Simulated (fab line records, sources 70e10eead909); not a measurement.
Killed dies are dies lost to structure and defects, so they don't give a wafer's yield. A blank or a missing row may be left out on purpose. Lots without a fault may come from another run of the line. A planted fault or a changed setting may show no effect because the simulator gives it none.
Chamber matching | flow nand_harc | NHARC_P_M0_CMP_23 on cmp-02: 4 sister chambers
The step polishes, t overpolish 20 s, target thk 117.54 nm. 8 wafers are shown with their chamber, then 6 later ones without.

WAFERS WITH THEIR CHAMBER
wafer  | chamber | motor_current_A (A) | time_to_endpoint_s (s)
L224.2 | 3       | 11.8                | 27
L225.5 | 1       | 13.4                | 36
L227.1 | 1       | 12.3                | 31
L228.2 | 2       | 10.4                | 32
L228.3 | 3       | 11.5                | 25
L228.6 | 0       | 10.4                | 27
L230.4 | 2       | 10.4                | 35
L230.5 | 0       | 10.4                | 30

WAFERS WITHOUT THEIR CHAMBER
wafer  | motor_current_A (A) | time_to_endpoint_s (s)
L230.6 | 13.7                | 32
L234.1 | 11.8                | 28
L234.6 | 11.8                | 26
L244.4 | 10.2                | 28
L244.5 | 10.4                | 28
L244.6 | 12.9                | 33

WHICH CHAMBER EACH WENT THROUGH
wafer  | from the rows above     | in truth
L230.6 | 1                       | 1
L234.1 | 3                       | 3
L234.6 | 3                       | 3
L244.4 | can't be placed: 0 or 2 | 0
L244.5 | 0                       | 0
L244.6 | 1                       | 1
Placed correctly: 5 of 6. Can't be placed from these rows: 1 (the true chamber is among the candidates in 1). Placed wrongly: 0.
How it was worked out, from the rows above alone: a wafer's distance from a chamber is the root of the sum, over the readings, of the square of ((its reading less the chamber's mean) divided by the reading's scatter). The wafer belongs to the nearest chamber; if the next one is less than 2 further off, it can't be placed. A chamber's mean is the mean of its shown wafers. The scatter: the root of (the sum of the squares of (reading less its chamber's mean) over the shown wafers, divided by (wafers less chambers)).
